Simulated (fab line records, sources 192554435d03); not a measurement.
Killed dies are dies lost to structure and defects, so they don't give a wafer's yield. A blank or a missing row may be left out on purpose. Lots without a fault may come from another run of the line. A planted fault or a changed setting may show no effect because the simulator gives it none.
A struck lot beside a sound one | flow n5_finfet | 15 steps out of a route of 1938
Sound: wafers L253.1, L253.2, L253.6. Struck: wafer L259.1. (L259.3, L259.5 of the same lot were not struck and are left out.) The cause comes at the end.
At each step with rows: each side's tool, then ch and its chambers, then its first start. Under that, the readings that differ: sound wafers | struck wafers | difference of the means | sigmas: that difference in standard deviations of wafers without a fault.
alike: readings whose means differ by less than 2 such deviations, and words and numbers that are the same on both sides. not compared: withheld readings, readings that some wafer has no value for, bounds like >300 that may hide the same value, and numbers for which the record gives no deviation and whose values overlap.
The two part at a step that has a row with sigmas, a row that says differs or no value, or rows on one side only. Numbers that don't overlap but have no deviation are shown without sigmas and don't part them. A reading that every wafer of one side lacks parts them only if that side has two wafers or more.

N5_FIN_SAQP_HM_OPEN_73: chemistry CHF3/O2, target SiO2, stops on a-Si, target depth 12 nm, time 16.8 s.
  sound on rie_diel-06 ch 0,2, day 1 22:29; struck on rie_diel-06 ch 1, day 3 11:17
  reading               | sound          | struck | difference | sigmas
  oes_product_au (a.u.) | 0.58 0.42 0.57 | 0.42   | -0.10      | -2
  alike: bias_w, drypump_motor_current_A, rf_vpp_V, showerhead_plenum_p_Torr, throttle_valve_pct
  not compared: rf_hours_counter_h
then, 1 step without rows for these wafers: N5_FIN_SAQP_STRIP_74 (strips in CHF3/O2).
N5_FIN_SAQP_MANDREL_ETCH_22: etches a-Si in HBr/Cl2, stops on SiNx, target depth 60 nm, bt time 10 s, time 30 s.
  sound on rie_si-02 ch 0,2,3, day 1 22:34; struck on rie_si-03 ch 2, day 3 11:23
  alike: bias_w, drypump_motor_current_A, mfc_cl2_sccm, oes_product_au, throttle_valve_pct
  not compared: rf_hours_counter_h
then, 3 steps without rows for these wafers: N5_FIN_SAQP_STRIP_55 (strips in N2/H2); N5_FIN_SAQP_STRIP_23 (strips in SPM, time 750 s); N5_FIN_SAQP_SRD_66 (time 30 s).
N5_FIN_SAQP_RECESS_75: chemistry HF/NH3, target SiO2, target depth 14.4 nm, afs cycles 3, sublimation time 60 s.
  sound on vapor_etch-01 ch 0,1, day 1 23:04; struck on vapor_etch-01 ch 0, day 3 11:54
  alike: drypump_motor_current_A, sublimation_temp_c
then, 3 steps without rows for these wafers: N5_FIN_SAQP_SPACER1_ALD_24 (deposits SiO2, target thk 20.3 nm, pulse time 1 s, purge time 2 s); N5_FIN_SAQP_SPACER1_ETCHBACK_25 (etches SiO2 in CHF3/O2, target depth 24.4 nm, time 12.2 s); N5_FIN_SAQP_MANDREL1_REMOVE_56 (chemistry HBr/Cl2/O2, target a-Si, stops on SiNx, bt time 10 s).
N5_FIN_SAQP_CD_MEAS_27: target cd 20 nm.
  sound on cd_sem-03 ch 0, day 2 00:22; struck on cd_sem-03 ch 0, day 3 13:13
  alike: cd_nm
N5_FIN_SAQP_ETCH_57: etches SiNx in CH3F/O2, target depth 32.5 nm, time 46.4 s.
  sound on rie_diel-06 ch 1,2,3, day 2 00:25; struck on rie_diel-02 ch 1, day 3 13:20
  alike: bias_w, drypump_motor_current_A, etch_rf_on_time_s, oes_product_au, rf_vpp_V, showerhead_plenum_p_Torr, throttle_valve_pct
  not compared: rf_hours_counter_h
N5_FIN_SAQP_ETCH_65: etches SiO2 in CF4, target depth 4 nm, time 4.4 s.
  sound on rie_si-04 ch 0,3, day 2 00:31; struck on rie_si-04 ch 2, day 3 13:26
  reading                  | sound             | struck | difference | sigmas
  oes_product_au (a.u.)    | 0.988 0.997 1.003 | 1.322  | +0.326     | +15
  model.etch.depth_nm (nm) | 3.876 3.928 3.925 | 6.013  | +2.103     |
  alike: bias_w, drypump_motor_current_A, throttle_valve_pct
  not compared: rf_hours_counter_h
N5_FIN_SAQP_MANDREL_ETCH_58: etches a-Si in HBr/Cl2, stops on SiNx, target depth 45 nm, bt time 10 s, time 27 s.
  sound on rie_si-04 ch 0,3, day 2 00:33; struck on rie_si-04 ch 2, day 3 13:28
  reading             | sound             | struck | difference | sigmas
  mfc_cl2_sccm (sccm) | 79.72 80.03 79.79 | 80.31  | +0.46      | +2
  alike: bias_w, drypump_motor_current_A, oes_product_au, throttle_valve_pct
  not compared: rf_hours_counter_h
then, 1 step without rows for these wafers: N5_PASSIVATION_PROBE_49.

WHERE THEY PART
First at N5_FIN_SAQP_HM_OPEN_73; last, within this record, at N5_FIN_SAQP_MANDREL_ETCH_58.

WHY: what the simulator had put in
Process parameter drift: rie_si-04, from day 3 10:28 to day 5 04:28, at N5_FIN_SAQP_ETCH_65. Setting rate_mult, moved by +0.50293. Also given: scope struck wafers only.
